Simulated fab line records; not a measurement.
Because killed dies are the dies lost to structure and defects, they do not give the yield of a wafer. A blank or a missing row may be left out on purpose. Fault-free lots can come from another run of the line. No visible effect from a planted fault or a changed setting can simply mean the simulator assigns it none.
Which of the tools did it?    flow n5Finfet    37 wafers sampled from 14 lots at 1 step of a route of 1938

== WHAT THE GAUGES SHOWED, per wafer ==
N5_HKMG_FIN_OVL_MEAS_13.
lot   measured     on          NWFM_OVL (nm)
L135  day 4 08:46  overlay-02  -1.2 0.2 0.4
L136  day 4 16:26  overlay-02  0.3 1.4 1.3
L137  day 4 21:10  overlay-02  0.0 0.1 0.4
L138  day 5 03:05  overlay-01  0.7 0.8
L139  day 5 09:01  overlay-01  0.1 0.6
L140  day 5 14:15  overlay-01  0.7 -0.4
L141  day 6 01:03  overlay-02  1.3 1.3
L142  day 6 07:02  overlay-02  1.5 1.0 0.8
L143  day 6 10:14  overlay-02  -0.7 0.4 -0.1
L149  day 7 20:36  overlay-02  1.1 1.4
L150  day 8 03:17  overlay-02  0.8 0.0 -0.5
L151  day 8 08:10  overlay-02  0.9 1.3 0.8
L155  day 9 13:57  overlay-01  1.5 0.4 1.4
L156  day 9 14:38  overlay-02  -0.2 0.1 -0.1

== EACH LOT AND THE TOOL THAT RAN IT (in order: tool; ch and the chambers of the sampled wafers; start) ==
Record: no process step prior to these readings.

== WHAT THE TOOLS THEMSELVES READ (means of the sampled wafers that have a number; where no wafer has one, the mark that the record gives instead) ==
The record holds no such reading with a usual standard deviation.

== THE ANSWER, worked out from the rows above alone ==
Rule: usual is defined by the lots themselves. The widest of any qualifying gaps counts: lots, ordered by their means at a reading, are off when they make up no more than a third of the lots, leave a main group of 4 or more, and stand apart from it by 3 or more times the standard deviation of that group's means. A main group is skipped when, at the precision printed for the reading in the tables above, its means are all equal. Also off: a lot with no number at a reading for which 4 or more lots have one. Where the step has rows for the other lots, those lots are counted as sound. After the gauges, taken in route order, come the tools' own readings; for these a lot's mean is taken, as printed above. At the first step where some lot is off, the reading lying furthest off is the one used; lots without a number count as furthest.
None of the lots is off at any reading shown; this tells nothing.

== WHAT THE SIMULATOR PUT IN ==
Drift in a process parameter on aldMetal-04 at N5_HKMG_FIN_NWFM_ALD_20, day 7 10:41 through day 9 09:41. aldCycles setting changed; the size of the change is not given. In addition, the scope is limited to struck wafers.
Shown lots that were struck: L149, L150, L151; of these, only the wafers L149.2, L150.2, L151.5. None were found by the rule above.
